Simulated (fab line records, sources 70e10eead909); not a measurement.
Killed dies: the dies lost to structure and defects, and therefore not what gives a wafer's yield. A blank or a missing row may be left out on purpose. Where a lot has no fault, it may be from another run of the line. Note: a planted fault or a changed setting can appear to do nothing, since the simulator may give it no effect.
fab line records    flow nand_harc    part 2 of 2: steps 5 to 6 of 6
record: lots: 22  wafers: 66  last_day: 33
route steps=1302 shown P_BONDPAD@367 A_ONON_D1@427 A_CHANNEL_HOLE_D1@465
lots that met no fault: from a run of the same line without faults
start_h: start of the lot's first displayed wafer, in hours after the record's first day    wait_h: hours from the lot's prior step to this one    " the same as in the row above    L1.1+2: a row that stands for several wafers    - either no value or no given start    * or withheld: withheld    < > ~ a bound
route shown NAME@n: a module of which the file shows steps, and the number in the route of the first    usual: average and standard deviation across the fault-free wafers    same: alike in all rows    chamber/n: place in a boat    sites: the reading at each site    _std_site: standard deviation across them    _edge_site: outer sites' mean less inner sites'    radius_mm: for every site, how far away it sits from the centre of the wafer    mask NAME#n: copy n    behind: tool/chamber where the wafer was last shaped    hold: why the lot went on hold/how many hours it stayed there/how the hold came to an end    device: the n, p or np transistor that did not switch    end of line: at the end of the route, the tests of the same wafers    for a step that has no rows: nothing shown but its recipe    killed: count of dies lost to structure and defects at first sort (not the wafer's yield)    map: a wafer's dies, marking killed ones x, the rest . and places with no die _
set.NAME: setting as actually run; set.NAME@STEP: the setting as run at that earlier step    model.NAME: the simulator's own value behind a step, which no gauge read
a sample of lots followed through the steps of the route, with each step as a table and each wafer as a row
services: a tool's chamber out of use, with start hour (start_h, from the record's first day; less than 0 if before it), hours out, and reason
== steps ==
step: NHARC_A_CHANNEL_HOLE_D1_ETCH_25
recipe: bias_v: 5000  source_w: withheld  pressure_mtorr: 20  time_s: 1040.2  ar_flow_sccm: 375  c4f8_flow_sccm: 93.8  o2_flow_sccm: 31.2  temp_c: -20  target_depth_a: 15000  chemistry: C4F8/O2/Ar
usual: drypump_motor_current_A: 5.7/0.51  showerhead_plenum_p_Torr: 3.60/0.096  throttle_valve_pct: 32.235/0.0096
lot.wafer  tool         chamber  start_h  wait_h  drypump_motor_current_A  rf_hours_counter_h  showerhead_plenum_p_Torr  throttle_valve_pct
L074.1     har_etch-01  0        182.59   0.6     6.4                      91                  3.56                      32.238
L074.4     "            0        "        "       6.4                      -                   3.56                      32.226
L074.6     "            1        "        "       5.1                      -                   3.70                      32.244
L075.4     har_etch-01  0        191.62   0.7     6.3                      -                   3.56                      32.235
L075.3     "            1        "        "       5.1                      -                   3.70                      32.233
L075.5     "            0        "        "       6.3                      -                   3.56                      32.234
L076.3     har_etch-02  1        204.50   0.7     5.8                      -                   3.50                      32.228
L076.6     "            1        "        "       5.8                      -                   3.50                      32.228
L076.5     "            0        "        "       5.7                      -                   3.71                      32.236
L078.4     har_etch-02  1        223.80   0.7     5.8                      -                   3.49                      32.251
L078.3     "            0        "        "       5.7                      -                   3.71                      32.229
L078.6     "            1        "        "       5.8                      -                   3.49                      32.234
L077.2     har_etch-01  0        227.21   0.6     6.4                      114                 3.55                      32.248
L077.3     "            0        "        "       6.4                      -                   3.55                      32.229
L077.4     "            1        "        "       5.1                      -                   3.69                      32.239
L079.4     har_etch-01  1        235.65   0.7     5.1                      -                   3.69                      32.237
L079.3     "            0        "        "       6.4                      -                   3.55                      32.249
L079.5     "            1        "        "       5.1                      -                   3.69                      32.220
L080.1     har_etch-01  0        245.58   0.6     6.4                      126                 3.55                      32.229
L080.5     "            0        "        "       6.4                      -                   3.55                      32.237
L080.6     "            1        "        "       5.1                      -                   3.68                      32.237
L081.2     har_etch-01  0        255.77   0.7     6.3                      129                 3.54                      32.247
L081.4     "            0        "        "       6.3                      -                   3.54                      32.243
L081.5     "            1        "        "       5.1                      -                   3.68                      32.243
L083.1     har_etch-02  0        268.38   0.6     5.7                      346                 3.69                      32.236
L083.4     "            0        "        "       5.7                      -                   3.69                      32.233
L083.5     "            1        "        "       5.8                      -                   3.48                      32.222
L082.4     har_etch-01  0        269.88   0.7     6.4                      -                   3.54                      32.224
L082.3     "            1        "        "       5.1                      -                   3.68                      32.241
L082.6     "            0        "        "       6.4                      -                   3.54                      32.247
L084.2     har_etch-01  0        279.72   0.7     6.4                      145                 3.54                      32.222
L084.3     "            0        "        "       6.4                      -                   3.54                      32.246
L084.5     "            1        "        "       5.1                      -                   3.67                      32.240
L085.1     har_etch-02  0        292.04   0.6     5.7                      358                 3.68                      32.240
L085.3     "            0        "        "       5.7                      -                   3.68                      32.222
L085.4     "            1        "        "       5.8                      -                   3.47                      32.236
L086.1     har_etch-01  0        301.86   0.6     6.4                      157                 3.53                      32.249
L086.3     "            0        "        "       6.4                      -                   3.53                      32.228
L086.4     "            1        "        "       5.1                      -                   3.67                      32.264
L088.2     har_etch-02  1        326.63   0.7     5.8                      370                 3.47                      32.226
L088.3     "            0        "        "       5.6                      -                   3.68                      32.257
L088.6     "            0        "        "       5.7                      -                   3.68                      32.218
L087.2     har_etch-02  1        330.66   0.6     5.8                      373                 3.47                      32.222
L087.1     "            0        "        "       5.7                      373                 3.68                      32.232
L087.4     "            1        "        "       5.8                      -                   3.47                      32.228
L090.1     har_etch-01  0        347.25   0.6     6.4                      183                 3.52                      32.223
L090.3     "            1        "        "       5.1                      -                   3.65                      32.237
L090.5     "            0        "        "       6.4                      -                   3.52                      32.232
L091.1     har_etch-01  0        354.41   0.7     6.4                      187                 3.51                      32.230
L091.3     "            1        "        "       5.1                      -                   3.65                      32.220
L091.6     "            1        "        "       5.1                      -                   3.65                      32.252
L093.1     har_etch-01  0        372.82   0.7     6.4                      198                 3.51                      32.242
L093.4     "            0        "        "       6.4                      -                   3.51                      32.242
L093.5     "            0        "        "       6.4                      -                   3.51                      32.241
L094.1     har_etch-01  0        388.17   0.7     6.4                      210                 3.50                      32.232
L094.4     "            0        "        "       6.4                      -                   3.50                      32.229
L094.6     "            1        "        "       5.1                      -                   3.64                      32.236
L095.1     har_etch-01  1        396.38   0.6     5.1                      218                 3.63                      32.235
L095.3     "            0        "        "       6.4                      -                   3.50                      32.231
L095.5     "            1        "        "       5.1                      -                   3.63                      32.245
L096.3     har_etch-02  1        400.11   0.7     5.8                      -                   3.93                      32.231
L096.4     "            0        "        "       5.7                      -                   3.66                      32.241
L096.5     "            1        "        "       5.8                      -                   3.93                      32.248
L097.1     har_etch-01  1        422.10   0.7     5.1                      233                 3.63                      32.248
L097.4     "            0        "        "       6.4                      -                   3.49                      32.240
L097.5     "            1        "        "       5.1                      -                   3.63                      32.231
step: NHARC_A_CHANNEL_HOLE_D1_STRIP_27
recipe: o2_flow_sccm: 500  ar_flow_sccm: 0  bias_w: 0  chemistry: O2
usual: drypump_motor_current_A: 5.7/0.65  oes_product_au: 1.001/0.0074  rf_vpp_V: 57.7/0.92  showerhead_plenum_p_Torr: 3.47/0.14  throttle_valve_pct: 17.037/0.0088
lot.wafer  tool         chamber  start_h  wait_h  drypump_motor_current_A  oes_product_au  rf_hours_counter_h  rf_vpp_V  showerhead_plenum_p_Torr  throttle_valve_pct
L074.4     rie_diel-11  0        -        -       5.9                      0.998           8                   58.0      3.58                      17.035
L074.1     "            1        "        "       6.7                      1.009           8                   56.9      3.40                      17.034
L074.6     "            0        "        "       5.9                      0.981           -                   57.5      3.58                      17.053
L075.4     rie_diel-05  0        -        -       5.8                      0.998           45                  57.2      3.36                      17.061
L075.3     "            1        "        "       5.4                      1.011           40                  57.4      3.69                      17.043
L075.5     "            2        "        "       4.7                      0.988           -                   59.4      3.55                      17.024
L076.3     rie_diel-11  1        -        -       6.7                      0.994           10                  56.5      3.40                      17.024
L076.6     "            1        "        "       6.7                      1.006           -                   56.7      3.40                      17.039
L076.5     "            2        "        "       5.3                      1.003           -                   57.3      3.44                      17.044
L078.4     rie_diel-05  2        -        -       4.7                      0.995           64                  58.2      3.54                      17.028
L078.3     "            3        "        "       6.4                      0.999           64                  59.3      3.74                      17.038
L078.6     "            0        "        "       5.9                      1.010           -                   58.0      3.35                      17.037
L077.2     rie_diel-05  3        -        -       6.4                      1.011           65                  59.5      3.74                      17.031
L077.4     "            0        "        "       5.9                      0.993           54                  57.3      3.35                      17.019
L077.3     "            1        "        "       5.4                      0.993           53                  59.0      3.68                      17.033
L079.4     rie_diel-11  0        -        -       5.9                      0.994           12                  57.9      3.57                      17.038
L079.3     "            2        "        "       5.2                      0.994           12                  57.3      3.44                      17.036
L079.5     "            0        "        "       5.9                      0.989           -                   58.0      3.57                      17.051
L080.1     rie_diel-05  1        -        -       5.3                      1.001           2                   59.2      3.68                      17.014
L080.5     "            1        "        "       5.3                      0.997           -                   59.1      3.68                      17.047
L080.6     "            2        "        "       4.7                      1.002           -                   57.3      3.54                      17.038
L081.4     rie_diel-05  3        -        -       6.4                      0.997           3                   59.9      3.73                      17.051
L081.2     "            0        "        "       5.9                      0.995           3                   57.3      3.35                      17.024
L081.5     "            2        "        "       4.6                      1.004           -                   56.7      3.54                      17.043
L083.4     rie_diel-11  2        -        -       5.2                      0.998           1                   58.2      3.44                      17.046
L083.1     "            3        "        "       5.1                      0.995           1                   57.2      3.32                      17.025
L083.5     "            1        "        "       6.7                      0.997           -                   57.3      3.40                      17.040
L082.4     rie_diel-11  3        -        -       5.0                      1.012           1                   58.5      3.32                      17.035
L082.3     "            1        "        "       6.8                      1.005           1                   57.7      3.40                      17.028
L082.6     "            2        "        "       5.2                      1.008           -                   57.6      3.44                      17.042
L084.2     rie_diel-11  3        -        -       5.1                      1.010           2                   56.2      3.32                      17.039
L084.3     "            0        "        "       5.9                      0.995           1                   56.6      3.57                      17.037
L084.5     "            3        "        "       5.1                      1.004           -                   57.1      3.32                      17.040
L085.1     rie_diel-11  2        -        -       5.2                      1.012           3                   58.1      3.44                      17.051
L085.4     "            3        "        "       5.1                      1.004           3                   57.7      3.32                      17.038
L085.3     "            0        "        "       5.9                      1.002           2                   58.9      3.57                      17.048
L086.4     rie_diel-05  2        -        -       4.7                      0.993           21                  56.9      3.53                      17.037
L086.3     "            3        "        "       6.3                      0.979           19                  57.1      3.72                      17.031
L086.1     "            0        "        "       5.9                      0.996           18                  55.6      3.34                      17.041
L088.3     rie_diel-01  3        -        -       6.1                      0.997           42                  57.5      3.32                      17.033
L088.2     "            0        "        "       4.8                      1.003           42                  56.8      3.28                      17.027
L088.6     "            3        "        "       6.1                      0.994           -                   59.3      3.32                      17.021
L087.2     rie_diel-01  1        -        -       6.3                      1.008           37                  56.8      3.69                      17.063
L087.4     "            3        "        "       6.0                      0.997           43                  57.6      3.32                      17.049
L087.1     "            0        "        "       4.9                      1.006           43                  57.2      3.28                      17.038
L090.3     rie_diel-11  1        -        -       6.7                      0.994           7                   58.3      3.39                      17.036
L090.1     "            3        "        "       5.1                      0.997           8                   57.9      3.32                      17.037
L090.5     "            2        "        "       5.2                      1.003           -                   56.7      3.44                      17.034
L091.1     rie_diel-11  2        -        -       5.2                      1.008           8                   56.9      3.44                      17.026
L091.3     "            3        "        "       5.0                      1.003           8                   56.4      3.32                      17.043
L091.6     "            1        "        "       6.7                      1.010           -                   58.9      3.39                      17.030
L093.1     rie_diel-11  2        -        -       5.2                      1.014           9                   57.3      3.44                      17.036
L093.4     "            3        "        "       5.1                      1.001           9                   58.3      3.32                      17.032
L093.5     "            1        "        "       6.8                      0.995           -                   58.3      3.39                      17.027
L094.1     rie_diel-11  1        -        -       6.7                      0.994           10                  57.6      3.39                      17.043
L094.4     "            2        "        "       5.2                      1.015           11                  55.3      3.43                      17.033
L094.6     "            0        "        "       5.9                      1.002           -                   57.5      3.57                      17.054
L095.1     rie_diel-11  2        -        -       5.2                      1.002           11                  57.3      3.43                      17.035
L095.3     "            1        "        "       6.7                      0.995           11                  57.0      3.39                      17.045
L095.5     "            2        "        "       5.2                      1.005           -                   57.6      3.43                      17.022
L096.3     rie_diel-11  3        -        -       5.1                      0.996           12                  57.3      3.32                      17.019
L096.4     "            1        "        "       6.7                      1.000           12                  57.2      3.39                      17.050
L096.5     "            2        "        "       5.2                      1.011           -                   58.3      3.43                      17.034
L097.1     rie_diel-01  0        -        -       4.9                      1.009           8                   59.4      3.80                      17.028
L097.5     "            0        "        "       4.9                      1.014           -                   58.0      3.80                      17.038
L097.4     "            2        "        "       6.4                      1.014           -                   59.6      3.80                      17.051
== services ==
tool         chamber  start_h  hours  kind
rie_diel-05  0        115.50   17.9   repair
rie_diel-10  1        131.94   7.6    repair
rie_diel-12  0        154.96   13.8   repair
rie_diel-05  1        173.70   14.1   repair
rie_diel-04  -        177.90   9.0    pm
rie_diel-12  1        190.87   25.7   repair
rie_diel-10  0        200.69   11.3   repair
rie_diel-10  3        226.88   3.1    repair
rie_diel-05  -        232.68   9.0    pm
rie_diel-10  -        244.02   9.0    pm
rie_diel-11  -        255.51   9.0    pm
rie_diel-12  -        268.40   9.0    pm
rie_diel-04  2        301.21   8.1    repair
rie_diel-12  -        303.82   0.9    repair
rie_diel-10  -        304.11   0.2    repair
rie_diel-10  1        326.78   2.7    repair
rie_diel-10  3        350.36   4.9    repair
rie_diel-04  -        354.90   9.0    pm
har_etch-01  -        357.29   2.0    repair
rie_diel-04  0        369.04   4.1    repair
rie_diel-12  0        369.16   12.1   repair
rie_diel-04  3        402.90   2.8    repair
rie_diel-10  1        405.96   14.8   repair
rie_diel-10  -        421.02   9.0    pm
